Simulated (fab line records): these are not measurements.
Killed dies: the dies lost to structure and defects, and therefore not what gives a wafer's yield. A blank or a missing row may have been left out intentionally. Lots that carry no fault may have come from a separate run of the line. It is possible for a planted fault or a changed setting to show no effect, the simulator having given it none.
fab line records + flow nand_harc
record:
- lots: 6
- wafers: 18
- last_day: 32
route steps=1302 shown A_ONON_D1@432 END@1302
lots with no fault: from the same line, run without faults
start_h: start of the lot's first displayed wafer, in hours after the record's first day + wait_h: time in hours since the lot's previous step + " repeats the value in the row above + L1.1+2: several wafers, shown together as one row + - no value, or no start given + * or withheld: withheld + < > ~ a bound
route shown NAME@n: NAME is a module with steps in the file, n the number in the route of the first one + usual: mean/standard deviation taken from wafers without a fault + same: alike in all rows + chamber/n: place in a boat + sites: each site's reading + _std_site: how widely they spread, as a standard deviation + _edge_site: the outer-site mean with the inner-site mean subtracted + radius_mm: for every site, how far away it sits from the centre of the wafer + mask NAME#n: copy n + behind: the tool/chamber that last shaped the wafer + hold: reason for holding the lot/hours on hold/outcome of the hold + device: the transistor (n, p or np) that didn't switch + end of line: tests of these same wafers at the route's end + a step with no rows: only its recipe + killed: dies lost to structure and defects at the first sort, not the wafer's yield + map: the dies of a wafer, with x for killed, . for not killed, _ for no die there
set.NAME: the setting as run; set.NAME@STEP: as run at that earlier step + model.NAME: the simulator's own value behind a step, which no gauge read
certain route steps with their lots: each step a table, each wafer a row
services: the hour from which a tool's chamber was out of use, counted from the record's first day as start_h (under 0 if before that day), plus the number of hours and why
== steps ==
step: NHARC_A_ONON_D1_DEP_12
recipe:
- target_thk_a: 10000
- n2_flow_sccm: 2750
- n2o_flow_sccm: 2000
- nh3_flow_sccm: 500
- sih4_flow_sccm: 210
- temp_c: 400
step: NHARC_A_ONON_D1_THK_MEAS_14
recipe:
- thk_meas_gauge: ellipsometry
usual:
- thk_nm: 1000/11
| lot.wafer | tool          | chamber | start_h | wait_h | thk_nm |
|-----------|---------------|---------|---------|--------|--------|
| L249.1    | film_metro-02 | -       | 219.05  | -      | 1015   |
| L249.4    | "             | -       | "       | "      | 1015   |
| L249.6    | "             | -       | "       | "      | 1015   |
| L253.3    | film_metro-02 | -       | 264.87  | -      | 1006   |
| L253.4    | "             | -       | "       | "      | 1004   |
| L253.5    | "             | -       | "       | "      | 1007   |
| L254.1    | film_metro-02 | -       | 277.05  | -      | 1011   |
| L254.4    | "             | -       | "       | "      | 1012   |
| L254.5    | "             | -       | "       | "      | 1010   |
| L263.2    | film_metro-02 | -       | 361.47  | -      | 1007   |
| L263.5    | "             | -       | "       | "      | 1008   |
| L263.6    | "             | -       | "       | "      | 1008   |
| L264.1    | film_metro-02 | -       | 372.35  | -      | 986    |
| L264.3    | "             | -       | "       | "      | 985    |
| L264.6    | "             | -       | "       | "      | 986    |
| L265.1    | film_metro-01 | -       | 381.90  | -      | 988    |
| L265.3    | "             | -       | "       | "      | 987    |
| L265.5    | "             | -       | "       | "      | 987    |
step: NHARC_A_ONON_D1_ANNEAL_15
recipe:
- temp_c: 750
- time_s: 3600
step: NHARC_A_ONON_D1_DEP_16
recipe:
- target_thk_a: 10000
- n2_flow_sccm: 2750
- n2o_flow_sccm: 2000
- nh3_flow_sccm: 500
- sih4_flow_sccm: 210
- temp_c: 400
step: NHARC_A_ONON_D1_THK_MEAS_18
recipe:
- thk_meas_gauge: ellipsometry
usual:
- thk_nm: 1001/8.9
| lot.wafer | tool          | chamber | start_h | wait_h | thk_nm |
|-----------|---------------|---------|---------|--------|--------|
| L249.1    | film_metro-02 | -       | 226.59  | -      | 991    |
| L249.4    | "             | -       | "       | "      | 991    |
| L249.6    | "             | -       | "       | "      | 992    |
| L253.3    | film_metro-02 | -       | 272.45  | -      | 1019   |
| L253.4    | "             | -       | "       | "      | 1020   |
| L253.5    | "             | -       | "       | "      | 1020   |
| L254.1    | film_metro-02 | -       | 288.73  | -      | 1005   |
| L254.4    | "             | -       | "       | "      | 1007   |
| L254.5    | "             | -       | "       | "      | 1005   |
| L263.2    | film_metro-02 | -       | 367.15  | -      | 1002   |
| L263.5    | "             | -       | "       | "      | 1002   |
| L263.6    | "             | -       | "       | "      | 1000   |
| L264.1    | film_metro-01 | -       | 380.11  | -      | 1003   |
| L264.3    | "             | -       | "       | "      | 1003   |
| L264.6    | "             | -       | "       | "      | 1004   |
| L265.1    | film_metro-01 | -       | 389.70  | -      | 1003   |
| L265.3    | "             | -       | "       | "      | 1006   |
| L265.5    | "             | -       | "       | "      | 1004   |
step: NHARC_A_ONON_D1_DEP_19
recipe:
- target_thk_a: 10000
- n2_flow_sccm: 2750
- n2o_flow_sccm: 2000
- nh3_flow_sccm: 500
- sih4_flow_sccm: 210
- temp_c: 400
step: NHARC_A_ONON_D1_THK_MEAS_21
recipe:
- thk_meas_gauge: ellipsometry
usual:
- thk_nm: 998/9.5
| lot.wafer | tool          | chamber | start_h | wait_h | thk_nm |
|-----------|---------------|---------|---------|--------|--------|
| L249.1    | film_metro-01 | -       | 227.16  | -      | 1004   |
| L249.4    | "             | -       | "       | "      | 1003   |
| L249.6    | "             | -       | "       | "      | 1002   |
| L253.3    | film_metro-01 | -       | 273.01  | -      | 984    |
| L253.4    | "             | -       | "       | "      | 985    |
| L253.5    | "             | -       | "       | "      | 984    |
| L254.1    | film_metro-01 | -       | 289.44  | -      | 997    |
| L254.4    | "             | -       | "       | "      | 997    |
| L254.5    | "             | -       | "       | "      | 998    |
| L263.2    | film_metro-01 | -       | 367.71  | -      | 1003   |
| L263.5    | "             | -       | "       | "      | 1001   |
| L263.6    | "             | -       | "       | "      | 1002   |
| L264.1    | film_metro-01 | -       | 380.68  | -      | 1009   |
| L264.3    | "             | -       | "       | "      | 1007   |
| L264.6    | "             | -       | "       | "      | 1007   |
| L265.1    | film_metro-02 | -       | 390.27  | -      | 1009   |
| L265.3    | "             | -       | "       | "      | 1009   |
| L265.5    | "             | -       | "       | "      | 1009   |
step: NHARC_A_ONON_D1_DEP_22
recipe:
- target_thk_a: 10000
- n2_flow_sccm: 2750
- n2o_flow_sccm: 2000
- nh3_flow_sccm: 500
- sih4_flow_sccm: 210
- temp_c: 400
step: NHARC_A_ONON_D1_THK_MEAS_24
recipe:
- thk_meas_gauge: ellipsometry
usual:
- thk_nm: 998/9.8
| lot.wafer | tool          | chamber | start_h | wait_h | thk_nm |
|-----------|---------------|---------|---------|--------|--------|
| L249.1    | film_metro-02 | -       | 227.72  | -      | 1008   |
| L249.4    | "             | -       | "       | "      | 1007   |
| L249.6    | "             | -       | "       | "      | 1006   |
| L253.3    | film_metro-01 | -       | 273.60  | -      | 998    |
| L253.4    | "             | -       | "       | "      | 997    |
| L253.5    | "             | -       | "       | "      | 1000   |
| L254.1    | film_metro-02 | -       | 290.00  | -      | 1000   |
| L254.4    | "             | -       | "       | "      | 1000   |
| L254.5    | "             | -       | "       | "      | 999    |
| L263.2    | film_metro-01 | -       | 368.28  | -      | 993    |
| L263.5    | "             | -       | "       | "      | 991    |
| L263.6    | "             | -       | "       | "      | 991    |
| L264.1    | film_metro-01 | -       | 381.25  | -      | 988    |
| L264.3    | "             | -       | "       | "      | 989    |
| L264.6    | "             | -       | "       | "      | 989    |
| L265.1    | film_metro-01 | -       | 390.84  | -      | 1023   |
| L265.3    | "             | -       | "       | "      | 1023   |
| L265.5    | "             | -       | "       | "      | 1023   |
step: NHARC_A_ONON_D1_DEP_25
recipe:
- target_thk_a: 10000
- n2_flow_sccm: 2750
- n2o_flow_sccm: 2000
- nh3_flow_sccm: 500
- sih4_flow_sccm: 210
- temp_c: 400
step: NHARC_A_ONON_D1_THK_MEAS_27
recipe:
- thk_meas_gauge: ellipsometry
usual:
- thk_nm: 998/11
| lot.wafer | tool          | chamber | start_h | wait_h | thk_nm |
|-----------|---------------|---------|---------|--------|--------|
| L249.1    | film_metro-02 | -       | 228.29  | -      | 1001   |
| L249.4    | "             | -       | "       | "      | 1004   |
| L249.6    | "             | -       | "       | "      | 1003   |
| L253.3    | film_metro-02 | -       | 274.17  | -      | 992    |
| L253.4    | "             | -       | "       | "      | 995    |
| L253.5    | "             | -       | "       | "      | 994    |
| L254.1    | film_metro-01 | -       | 290.57  | -      | 989    |
| L254.4    | "             | -       | "       | "      | 992    |
| L254.5    | "             | -       | "       | "      | 989    |
| L263.2    | film_metro-01 | -       | 368.85  | -      | 996    |
| L263.5    | "             | -       | "       | "      | 995    |
| L263.6    | "             | -       | "       | "      | 995    |
| L264.1    | film_metro-01 | -       | 381.81  | -      | 989    |
| L264.3    | "             | -       | "       | "      | 989    |
| L264.6    | "             | -       | "       | "      | 986    |
| L265.1    | film_metro-02 | -       | 391.41  | -      | 1001   |
| L265.3    | "             | -       | "       | "      | 1003   |
| L265.5    | "             | -       | "       | "      | 1003   |
step: NHARC_A_ONON_D1_DEP_28
recipe:
- target_thk_a: 10000
- n2_flow_sccm: 2750
- n2o_flow_sccm: 2000
- nh3_flow_sccm: 500
- sih4_flow_sccm: 210
- temp_c: 400
usual:
- sih4_flow_sccm: 210.0/0.72
| lot.wafer | tool          | chamber | start_h | wait_h | sih4_flow_sccm |
|-----------|---------------|---------|---------|--------|----------------|
| L249.1    | pecvd_onon-02 | 0       | 228.35  | 0.1    | 210.1          |
| L249.4    | "             | 0       | "       | "      | 209.3          |
| L249.6    | "             | 0       | "       | "      | 210.6          |
| L253.3    | pecvd_onon-02 | 0       | 274.34  | 0.2    | 209.7          |
| L253.4    | "             | 0       | "       | "      | 211.0          |
| L253.5    | "             | 0       | "       | "      | 209.7          |
| L254.1    | pecvd_onon-02 | 0       | 290.63  | 0.1    | 210.2          |
| L254.4    | "             | 0       | "       | "      | 209.8          |
| L254.5    | "             | 0       | "       | "      | 209.3          |
| L263.2    | pecvd_onon-04 | 0       | 368.96  | 0.1    | 209.7          |
| L263.5    | "             | 0       | "       | "      | 210.9          |
| L263.6    | "             | 0       | "       | "      | 210.8          |
| L264.1    | pecvd_onon-02 | 0       | 381.87  | 0.1    | 210.3          |
| L264.3    | "             | 0       | "       | "      | 210.0          |
| L264.6    | "             | 0       | "       | "      | 210.5          |
| L265.1    | pecvd_onon-02 | 0       | 391.46  | 0.1    | 209.6          |
| L265.3    | "             | 0       | "       | "      | 209.7          |
| L265.5    | "             | 0       | "       | "      | 209.2          |
step: NHARC_A_ONON_D1_THK_MEAS_30
recipe:
- thk_meas_gauge: ellipsometry
usual:
- thk_nm: 1001/8.2
| lot.wafer | tool          | chamber | start_h | wait_h | thk_nm |
|-----------|---------------|---------|---------|--------|--------|
| L249.1    | film_metro-01 | -       | 228.85  | -      | 997    |
| L249.4    | "             | -       | "       | "      | 996    |
| L249.6    | "             | -       | "       | "      | 997    |
| L253.3    | film_metro-01 | -       | 274.73  | -      | 1003   |
| L253.4    | "             | -       | "       | "      | 718    |
| L253.5    | "             | -       | "       | "      | 1005   |
| L254.1    | film_metro-02 | -       | 291.14  | -      | 723    |
| L254.4    | "             | -       | "       | "      | 725    |
| L254.5    | "             | -       | "       | "      | 1011   |
| L263.2    | film_metro-02 | -       | 369.43  | -      | 988    |
| L263.5    | "             | -       | "       | "      | 985    |
| L263.6    | "             | -       | "       | "      | 987    |
| L264.1    | film_metro-01 | -       | 382.38  | -      | 995    |
| L264.3    | "             | -       | "       | "      | 997    |
| L264.6    | "             | -       | "       | "      | 998    |
| L265.1    | film_metro-01 | -       | 391.98  | -      | 998    |
| L265.3    | "             | -       | "       | "      | 995    |
| L265.5    | "             | -       | "       | "      | 995    |
step: NHARC_A_ONON_D1_DEP_33
recipe:
- target_thk_a: 2000
- temp_c: 400
- pressure_torr: 6.5
- rf_w: 900
- teos_flow_sccm: 161.4
- flow_sccm: 2650
- target_thk_nm: 200
- gas: O2
- material: SiO2
usual:
- heater_power_w: 542/61
- showerhead_vpp_V: 1832/100
- throttle_valve_pct: 15.8/0.54
| lot.wafer | tool     | chamber | start_h | wait_h | heater_power_w | showerhead_vpp_V | throttle_valve_pct |
|-----------|----------|---------|---------|--------|----------------|------------------|--------------------|
| L249.1    | pecvd-03 | 1       | 228.95  | 0.1    | 609            | 1943             | 15.8               |
| L249.4    | "        | 0       | "       | "      | 542            | 1913             | 15.5               |
| L249.6    | "        | 2       | "       | "      | 561            | 1972             | 15.8               |
| L253.3    | pecvd-03 | 2       | 274.83  | 0.1    | 549            | 1942             | 15.9               |
| L253.4    | "        | 1       | "       | "      | 708            | 1928             | 15.6               |
| L253.5    | "        | 0       | "       | "      | 459            | 1928             | 15.7               |
| L254.1    | pecvd-03 | 0       | 291.24  | 0.1    | 527            | 1892             | 15.9               |
| L254.5    | "        | 2       | "       | "      | 505            | 1968             | 15.8               |
| L254.4    | "        | 1       | "       | "      | 661            | 1964             | 15.8               |
| L263.2    | pecvd-01 | 2       | 369.66  | 0.2    | 466            | 1689             | 15.5               |
| L263.5    | "        | 2       | "       | "      | 478            | 1664             | 15.6               |
| L263.6    | "        | 0       | "       | "      | 604            | 1730             | 14.9               |
| L264.3    | pecvd-04 | 0       | 382.48  | 0.1    | 506            | 1940             | 15.4               |
| L264.1    | "        | 1       | "       | "      | 486            | 1776             | 16.4               |
| L264.6    | "        | 0       | "       | "      | 513            | 1925             | 15.4               |
| L265.3    | pecvd-01 | 1       | 392.03  | 0.1    | 540            | 1884             | 16.3               |
| L265.1    | "        | 2       | "       | "      | 473            | 1691             | 15.6               |
| L265.5    | "        | 0       | "       | "      | 596            | 1698             | 15.0               |
step: NHARC_END_SORT_01
recipe:
- temp_c: 25
usual:
- killed_at_array: 55/15
- killed_at_other: 1.0/1.2
- killed_at_periphery: 3.4/2.2
- killed_dies: 59/15
- killed_open: 3.2/2
- killed_short: 2.5/1.7
same:
- gross_dies: 677
| lot.wafer | tool      | chamber | start_h | wait_h | killed_at_array | killed_at_other | killed_at_periphery | killed_dies | killed_open | killed_short |
|-----------|-----------|---------|---------|--------|-----------------|-----------------|---------------------|-------------|-------------|--------------|
| L254.1    | prober-02 | 0       | 677.60  | 2.5    | 674             | 0               | 3                   | 677         | 3           | 5            |
| L254.4    | prober-02 | 0       | 679.97  | 3.4    | 673             | 0               | 4                   | 677         | 2           | 2            |
| L253.4    | prober-01 | 0       | 679.98  | 3.4    | 670             | 0               | 7                   | 677         | 4           | 4            |
killed by level:class
L254.1 A_ONON_D1:area_dep=603 A_SLIT:chamber_film_flake=33 A_CHANNEL_HOLE_D1:chamber_film_flake=17 A_STAIRCASE:chamber_film_flake=13 P_M0:geometric_particle:short=2 A_WL_FILL:geometric_particle:short=2 A_ONON_D1:geometric_particle:open=1 A_ONON_D1:geometric_particle:short=1
L254.4 A_ONON_D1:area_dep=592 A_SLIT:chamber_film_flake=38 A_CHANNEL_HOLE_D1:chamber_film_flake=30 A_STAIRCASE:chamber_film_flake=4 A_CONTACT:chamber_film_flake=4 P_GATE:chamber_film_flake=3 P_GATE:geometric_particle:open=1 A_CHANNEL_FILL_D1:geometric_particle:short=1
L253.4 A_ONON_D1:area_dep=634 A_CHANNEL_HOLE_D2:chamber_film_flake=16 A_STAIRCASE:chamber_film_flake=4 P_M1:chamber_film_flake=3 A_CHANNEL_HOLE_D1:chamber_film_flake=3 A_CONTACT:chamber_film_flake=3 A_ZERO_WELL:chamber_film_flake=2 A_SLIT:chamber_film_flake=2
map L253.4 (x killed, . not)
____________x____________
_________xxxxxxx_________
_______xxxxxxxxxxx_______
______xxxxxxxxxxxxx______
_____xxxxxxxxxxxxxxx_____
____xxxxxxxxxxxxxxxxx____
____xxxxxxxxxxxxxxxxx____
___xxxxxxxxxxxxxxxxxxx___
___xxxxxxxxxxxxxxxxxxx___
__xxxxxxxxxxxxxxxxxxxxx__
__xxxxxxxxxxxxxxxxxxxxx__
_xxxxxxxxxxxxxxxxxxxxxxx_
_xxxxxxxxxxxxxxxxxxxxxxx_
_xxxxxxxxxxxxxxxxxxxxxxx_
_xxxxxxxxxxxxxxxxxxxxxxx_
_xxxxxxxxxxxxxxxxxxxxxxx_
xxxxxxxxxxxxxxxxxxxxxxxxx
xxxxxxxxxxxxxxxxxxxxxxxxx
xxxxxxxxxxxxxxxxxxxxxxxxx
xxxxxxxxxxxxxxxxxxxxxxxxx
xxxxxxxxxxxxxxxxxxxxxxxxx
_xxxxxxxxxxxxxxxxxxxxxxx_
_xxxxxxxxxxxxxxxxxxxxxxx_
_xxxxxxxxxxxxxxxxxxxxxxx_
_xxxxxxxxxxxxxxxxxxxxxxx_
_xxxxxxxxxxxxxxxxxxxxxxx_
__xxxxxxxxxxxxxxxxxxxxx__
__xxxxxxxxxxxxxxxxxxxxx__
___xxxxxxxxxxxxxxxxxxx___
___xxxxxxxxxxxxxxxxxxx___
____xxxxxxxxxxxxxxxxx____
____xxxxxxxxxxxxxxxxx____
_____xxxxxxxxxxxxxxx_____
______xxxxxxxxxxxxx______
_______xxxxxxxxxxx_______
_________xxxxxxx_________
____________x____________
map L254.1 (x killed, . not)
____________x____________
_________xxxxxxx_________
_______xxxxxxxxxxx_______
______xxxxxxxxxxxxx______
_____xxxxxxxxxxxxxxx_____
____xxxxxxxxxxxxxxxxx____
____xxxxxxxxxxxxxxxxx____
___xxxxxxxxxxxxxxxxxxx___
___xxxxxxxxxxxxxxxxxxx___
__xxxxxxxxxxxxxxxxxxxxx__
__xxxxxxxxxxxxxxxxxxxxx__
_xxxxxxxxxxxxxxxxxxxxxxx_
_xxxxxxxxxxxxxxxxxxxxxxx_
_xxxxxxxxxxxxxxxxxxxxxxx_
_xxxxxxxxxxxxxxxxxxxxxxx_
_xxxxxxxxxxxxxxxxxxxxxxx_
xxxxxxxxxxxxxxxxxxxxxxxxx
xxxxxxxxxxxxxxxxxxxxxxxxx
xxxxxxxxxxxxxxxxxxxxxxxxx
xxxxxxxxxxxxxxxxxxxxxxxxx
xxxxxxxxxxxxxxxxxxxxxxxxx
_xxxxxxxxxxxxxxxxxxxxxxx_
_xxxxxxxxxxxxxxxxxxxxxxx_
_xxxxxxxxxxxxxxxxxxxxxxx_
_xxxxxxxxxxxxxxxxxxxxxxx_
_xxxxxxxxxxxxxxxxxxxxxxx_
__xxxxxxxxxxxxxxxxxxxxx__
__xxxxxxxxxxxxxxxxxxxxx__
___xxxxxxxxxxxxxxxxxxx___
___xxxxxxxxxxxxxxxxxxx___
____xxxxxxxxxxxxxxxxx____
____xxxxxxxxxxxxxxxxx____
_____xxxxxxxxxxxxxxx_____
______xxxxxxxxxxxxx______
_______xxxxxxxxxxx_______
_________xxxxxxx_________
____________x____________
== services ==
| tool          | chamber | start_h | hours | kind       |
|---------------|---------|---------|-------|------------|
| pecvd_onon-04 | -       | 207.58  | 5.2   | repair     |
| pecvd-04      | -       | 269.00  | 13.0  | pm         |
| pecvd-04      | 0       | 269.00  | 13.0  | vent_cycle |
| pecvd-04      | 1       | 269.00  | 13.0  | vent_cycle |
| pecvd-04      | 2       | 269.00  | 13.0  | vent_cycle |
| pecvd-04      | 0       | 282.00  | -     | clean      |
| pecvd-04      | 1       | 282.00  | -     | clean      |
| pecvd-01      | 0       | 294.03  | 15.4  | repair     |
| pecvd_onon-04 | -       | 311.24  | 13.0  | pm         |
| pecvd-01      | -       | 311.54  | 13.0  | pm         |
| pecvd-01      | 0       | 311.54  | 13.0  | vent_cycle |
| pecvd-01      | 1       | 311.54  | 13.0  | vent_cycle |
| pecvd-01      | 2       | 311.54  | 13.0  | vent_cycle |
| pecvd-01      | 0       | 324.54  | -     | clean      |
| pecvd-01      | 1       | 324.54  | -     | clean      |
| pecvd-01      | 2       | 324.54  | -     | clean      |
| pecvd_onon-02 | -       | 366.00  | 13.0  | pm         |
| pecvd-03      | -       | 366.38  | 13.0  | pm         |
| pecvd-03      | 0       | 366.38  | 13.0  | vent_cycle |
| pecvd-03      | 1       | 366.38  | 13.0  | vent_cycle |
| pecvd-03      | 2       | 366.38  | 13.0  | vent_cycle |
| pecvd-03      | 0       | 379.38  | -     | clean      |
| pecvd-03      | 1       | 379.38  | -     | clean      |
| pecvd-03      | 2       | 379.38  | -     | clean      |
== key ==
first_sign:
- step: NHARC_A_ONON_D1_THK_MEAS_30
- reading: thk_nm
- direction: down
- sigmas: 34
- usual: 1001
- struck: 722
effect:
- step: NHARC_END_SORT_01
- reading: killed_dies
- direction: up
- sigmas: 42
- usual: 59
- struck: 677
more_kills_born_at:
- NHARC_A_ONON_D1_DEP_28@pecvd_onon-02: 1829
met_at NHARC_A_ONON_D1_DEP_28
struck_wafers L253.4,L254.1,L254.4
later_rows_left_out L253.4,L254.1,L254.4
tester_left_out L253,L254
onset_between 228.35 274.34
fault:
- kind: process_parameter_drift
- tool: pecvd_onon-02
- chamber: -
- onset_h: 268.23
- steps: NHARC_A_ONON_D1_DEP_28
- channel: target_thk_a
- offset: *
- shape: step
- end_h: 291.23
- scope: struck_wafers_only
- acts_in: *
- stated: *
tester_left_out: of these lots the tester's yield and bins aren't shown, on N5 and GAA mostly nor the transistor test; their killed dies are dies lost to structure and defects alone, not to doping, threshold or leakage, so they don't give the yield
later_rows_left_out: the simulator's readings of these wafers behind a module that went badly wrong aren't trusted and aren't shown, but for the sort
